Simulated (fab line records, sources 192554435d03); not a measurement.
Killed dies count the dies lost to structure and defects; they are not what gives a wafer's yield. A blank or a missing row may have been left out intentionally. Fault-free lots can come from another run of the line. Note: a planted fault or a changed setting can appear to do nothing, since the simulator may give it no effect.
Split-lot trial -- flow n5-finfet -- 21 wafers read from 7 lots, route of 1938 steps

== THE SPLIT ==
At N5_BEOL_M11_PECVD_70 (deposits SiO2 from TEOS/O2, target thk 20 nm, time 22.7 s), the setting temp-c was moved away from the recipe's 400 C on 3 of the 21 wafers read, by +1.2% to +3.1%. This setting was run at the recipe's value on the other wafers.

== FROM THE SPLIT TO THE READING: what the file shows between them, 15 steps ==
- N5_BEOL_M11_EXPOSE_08: exposes mask M11 (also split here: dose-mj)
- N5_BEOL_M11_PEB_09: peb time 60 s
- N5_BEOL_M11_DEVELOP_10: develop time 30 s
- N5_BEOL_M11_CD_MEAS_11: target cd 64.1 nm
- N5_BEOL_M11_DESCUM_16: chemistry O2, time 7.9 s
- N5_BEOL_M11_ETCH_61: etches SiARC in CF4, target depth 39 nm, time 65 s
- N5_BEOL_M11_ETCH_62: etches SOC in N2/H2, target depth 110 nm, overetch 22 nm, time 165 s
- N5_BEOL_M11_STRIP_68: strips in N2/H2
- N5_BEOL_M11_STRIP_67: strips in CF4
- N5_BEOL_M11_HM_OPEN_17: chemistry Cl2/BCl3, target TiN, target depth 20 nm, overetch 6 nm
- N5_BEOL_M11_STRIP_19: strips in O2
- N5_BEOL_M11_CD_MEAS_18: pitch 140 nm, target cd 70 nm
- N5_BEOL_M11_COAT_63: time 60 s, resist thk 100 nm
- N5_BEOL_M11_COAT_64: time 60 s, resist thk 30 nm
- N5_BEOL_M11_STRIP_77: strips in N2/H2, time 10 s

== THE READING ==
SiO2_of_BEOL_M11_PECVD_70.thk-nm (the simulator's own value, which no gauge read), in nm, at N5_BEOL_M11_HM_STRIP_39 (strips TiN in peroxide tin strip, target depth 25 nm, time 158 s). The file gives no usual value for it. Average 19.8 nm, standard deviation 0.29 nm, over the 18 wafers here run with the recipe.

wafer,"tool, chamber at the split","temp-c as run, C",against the recipe,"SiO2_of_BEOL_M11_PECVD_70.thk-nm, nm",against lot-mates on the recipe
L077.2,"pecvd-01, 0",400,recipe,20,-
L077.3,"pecvd-01, 1,2",400,recipe,19.8,-
L077.4,"pecvd-01, 1,2",400,recipe,19.8,-
L079.2,"pecvd-01, 1",400,recipe,19.8,-
L079.5,"pecvd-01, 2",400,recipe,19.6,-
L079.6,"pecvd-01, 0",400,recipe,20,-
L078.1,"pecvd-04, 0,1",400,recipe,20,-
L078.2,"pecvd-04, 0,1",400,recipe,20,-
L078.6,"pecvd-04, 0",400,recipe,20.4,-
L080.3,"pecvd-01, 2",404.6,+1.2%,19.2,-1.0
L080.4,"pecvd-01, 0",400,recipe,20.2,-
L080.5,"pecvd-01, 2",400,recipe,20.2,-
L083.2,"pecvd-04, 2",412.3,+3.1%,17.8,-1.9
L083.3,"pecvd-04, 0",400,recipe,19.4,-
L083.5,"pecvd-04, 1",400,recipe,20,-
L084.1,"pecvd-01, 0,2",400,recipe,19.6,-
L084.2,"pecvd-01, 0,2",400,recipe,19.6,-
L084.4,"pecvd-01, 1",407.2,+1.8%,19,-0.6
L085.2,"pecvd-01, 0,2",400,recipe,19.4,-
L085.6,"pecvd-01, 0,2",400,recipe,19.4,-
L085.5,"pecvd-01, 1",400,recipe,19.6,-
Where a row lists several chambers, the file gives one row for several wafers and doesn't say which wafer went through which chamber.

THE FIT
A straight line over all 21 wafers: SiO2_of_BEOL_M11_PECVD_70.thk-nm changes by -0.604 nm for each +1% of temp-c; r = -0.86; the points scatter about the line by 0.29 nm.
The same after taking each lot's own level away (the mean of its wafers on the recipe; 21 wafers): -0.575 nm for each +1%; r = -0.92; scatter 0.2 nm.
The reading moves by 1.8 nm for the largest change in temp-c, on that fit.
The span of the lots' own levels, 19.47 to 20.20 nm, comes to 2.5 times the standard deviation stated above.
So the lot-to-lot level changes the slope little: the two slopes agree.
Check: -1.49 nm against its lot-mates is what the line predicts for one of the wafers moved furthest among these (+3.1%) when that wafer is left out of the fit. It came out at -1.9 nm against them.

== OTHER SPLITS APPLIED TO THESE WAFERS ==
Before the reading, these wafers also passed through other splits. Each is held against what the fit with the lots' levels taken away leaves over:
other split on the same wafers,wafers away from the commonest value,r with SiO2_of_BEOL_M11_PECVD_70.thk-nm (lot level and that fit taken away)
N5_BEOL_M9_DESCUM_16 time-s,6,-0.12
N5_BEOL_M9_TRENCH_ETCH_37 source-w,5,+0.02
N5_BEOL_M11_EXPOSE_08 dose-mj,7,-0.10

== THE WHOLE CHAIN: every reading that the file lists as answering this split, in the file's order ==
step,what it does,reading,change (the file's fit),r (the file's)
N5_BEOL_M11_PECVD_70,"deposits SiO2 from TEOS/O2, target thk 20 nm, time 22.7 s","SiO2_of_BEOL_M11_PECVD_70.thk-nm (the simulator's own value, which no gauge read)",-0.546 nm for each +1% of the setting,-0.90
N5_BEOL_M11_HM_STRIP_39,"strips TiN in peroxide tin strip, target depth 25 nm, time 158 s","SiO2_of_BEOL_M11_PECVD_70.thk-nm (the simulator's own value, which no gauge read)",-0.576 nm for each +1% of the setting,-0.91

== FILE'S OWN FIT ==
SiO2_of_BEOL_M11_PECVD_70.thk-nm changes by -0.576 nm for each +1% of temp-c, r = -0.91.
